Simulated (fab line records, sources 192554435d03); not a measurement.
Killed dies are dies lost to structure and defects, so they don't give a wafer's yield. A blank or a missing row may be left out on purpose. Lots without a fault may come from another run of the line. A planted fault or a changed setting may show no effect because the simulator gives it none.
Split-lot experiment | flow n5_finfet | 7 lots, 21 wafers read, on a route of 1938 steps

THE SPLIT
At N5_SD_EPI_N_COAT_33 (time 60 s, resist thk 35 nm), the setting spin_rpm was moved away from the recipe's 1500 rpm on 8 of the 21 wafers read, by -10.3% to +9.5%. The other wafers ran this setting at the recipe's value.

FROM THE SPLIT TO THE READING: what the file shows between them, 8 steps
- N5_SD_EPI_N_EXPOSE_06: exposes mask SD N BLK, target cd 120 nm (also split here: dose_mj)
- N5_SD_EPI_N_PEB_07: peb time 60 s
- N5_SD_EPI_N_DEVELOP_08: develop time 30 s
- N5_SD_EPI_N_CD_MEAS_09: target cd 120 nm
- N5_SD_EPI_N_DESCUM_14: chemistry O2, time 7.9 s
- N5_SD_EPI_N_ETCH_34: etches SiARC in CF4, target depth 45.5 nm, time 75.8 s
- N5_SD_EPI_N_ETCH_35: etches SOC in N2/H2, overetch 108 nm, time 486 s
- N5_SD_EPI_N_STRIP_36: strips in N2/H2

THE READING
SiARC_of_SD_EPI_N_COAT_33.thk_nm (the simulator's own value, which no gauge read), in nm, at N5_SD_EPI_N_ETCHBACK_44 (etches SiNx in CH3F/O2, stops on SiO2, target depth 14.5 nm). The file gives no usual value for it. The 13 wafers here that ran the recipe average 15.8 nm, standard deviation 0.28 nm.

wafer  | tool, chamber at the split | spin_rpm as run, rpm | against the recipe | SiARC_of_SD_EPI_N_COAT_33.thk_nm, nm | against lot-mates on the recipe
L076.1 | litho_track-05, 0          | 1500                 | recipe             | 16                                   | -
L076.3 | litho_track-05, 0          | 1642                 | +9.5%              | 14.2                                 | -1.9
L076.5 | litho_track-05, 0          | 1500                 | recipe             | 16.2                                 | -
L088.2 | litho_track-02, 0          | 1500                 | recipe             | 16.2                                 | -
L088.3 | litho_track-02, 0          | 1441                 | -3.9%              | 17.2                                 | +1.0
L088.4 | litho_track-02, 0          | 1441                 | -3.9%              | 16.6                                 | +0.4
L089.2 | litho_track-02, 0          | 1500                 | recipe             | 15.6                                 | -
L089.3 | litho_track-02, 0          | 1500                 | recipe             | 16                                   | -
L089.4 | litho_track-02, 0          | 1500                 | recipe             | 15.8                                 | -
L091.1 | litho_track-04, 0          | 1500                 | recipe             | 16                                   | -
L091.4 | litho_track-04, 0          | 1500                 | recipe             | 15.4                                 | -
L091.6 | litho_track-04, 0          | 1500                 | recipe             | 15.8                                 | -
L092.1 | litho_track-05, 0          | 1568                 | +4.5%              | 15                                   | -0.5
L092.3 | litho_track-05, 0          | 1500                 | recipe             | 15.2                                 | -
L092.6 | litho_track-05, 0          | 1500                 | recipe             | 15.8                                 | -
L095.1 | litho_track-04, 0          | 1346                 | -10.3%             | 17.4                                 | +1.6
L095.4 | litho_track-04, 0          | 1500                 | recipe             | 15.8                                 | -
L095.6 | litho_track-04, 0          | 1346                 | -10.3%             | 17                                   | +1.2
L096.1 | litho_track-04, 0          | 1580                 | +5.3%              | 15                                   | -0.6
L096.3 | litho_track-04, 0          | 1580                 | +5.3%              | 14.6                                 | -1.0
L096.4 | litho_track-04, 0          | 1500                 | recipe             | 15.6                                 | -

THE FIT
A straight line over all 21 wafers: SiARC_of_SD_EPI_N_COAT_33.thk_nm changes by -0.164 nm for each +1% of spin_rpm; r = -0.92; the points scatter about the line by 0.32 nm.
The same after taking each lot's own level away (the mean of its wafers on the recipe; 21 wafers): -0.154 nm for each +1%; r = -0.95; scatter 0.24 nm.
On that fit, the largest move of spin_rpm shifts the reading by 1.6 nm.
The lots' own levels span 15.50 to 16.20 nm, that is 2.5 times the standard deviation above.
So the lot-to-lot level changes the slope little: the two slopes agree.
Check: with one of the wafers moved furthest among these (-10.3%) left out of the fit, the line predicts +1.55 nm for it against its lot-mates. It came out at +1.6 nm against them.

OTHER SPLITS ON THESE WAFERS
These wafers also went through other splits before the reading. Each is held against what the fit with the lots' levels taken away leaves over:
other split on the same wafers          | wafers away from the commonest value | r with SiARC_of_SD_EPI_N_COAT_33.thk_nm (lot level and that fit taken away)
N5_ZERO_LAYER_EXPOSE_08 dose_mj         | 8                                    | -0.03
N5_ZERO_LAYER_DEVELOP_10 develop_time_s | 8                                    | -0.20
N5_SD_EPI_N_EXPOSE_06 dose_mj           | 8                                    | -0.29

THE WHOLE CHAIN: every reading that the file lists as answering this split, in the file's order
step                    | what it does                                                | reading                                                                                   | change (the file's fit)               | r (the file's)
N5_SD_EPI_N_COAT_33     | time 60 s, resist thk 35 nm                                 | SiARC_of_SD_EPI_N_COAT_33.thk_nm (the simulator's own value, which no gauge read)         | -0.178 nm for each +1% of the setting | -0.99
N5_SD_EPI_N_ETCH_34     | etches SiARC in CF4, target depth 45.5 nm, time 75.8 s      | etch.depth_nm (the simulator's own value, which no gauge read)                            | -0.177 nm for each +1% of the setting | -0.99
N5_SD_EPI_N_ETCH_34     | etches SiARC in CF4, target depth 45.5 nm, time 75.8 s      | CAR-ArF-block_of_SD_EPI_N_COAT_03.thk_nm (the simulator's own value, which no gauge read) | +0.171 nm for each +1% of the setting | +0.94
N5_SD_EPI_N_ETCH_35     | etches SOC in N2/H2, overetch 108 nm, time 486 s            | SiARC_of_SD_EPI_N_COAT_33.thk_nm (the simulator's own value, which no gauge read)         | -0.148 nm for each +1% of the setting | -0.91
N5_SD_EPI_N_ETCHBACK_44 | etches SiNx in CH3F/O2, stops on SiO2, target depth 14.5 nm | SiARC_of_SD_EPI_N_COAT_33.thk_nm (the simulator's own value, which no gauge read)         | -0.16 nm for each +1% of the setting  | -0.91

THE FILE'S OWN FIT
SiARC_of_SD_EPI_N_COAT_33.thk_nm changes by -0.16 nm for each +1% of spin_rpm, r = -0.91.
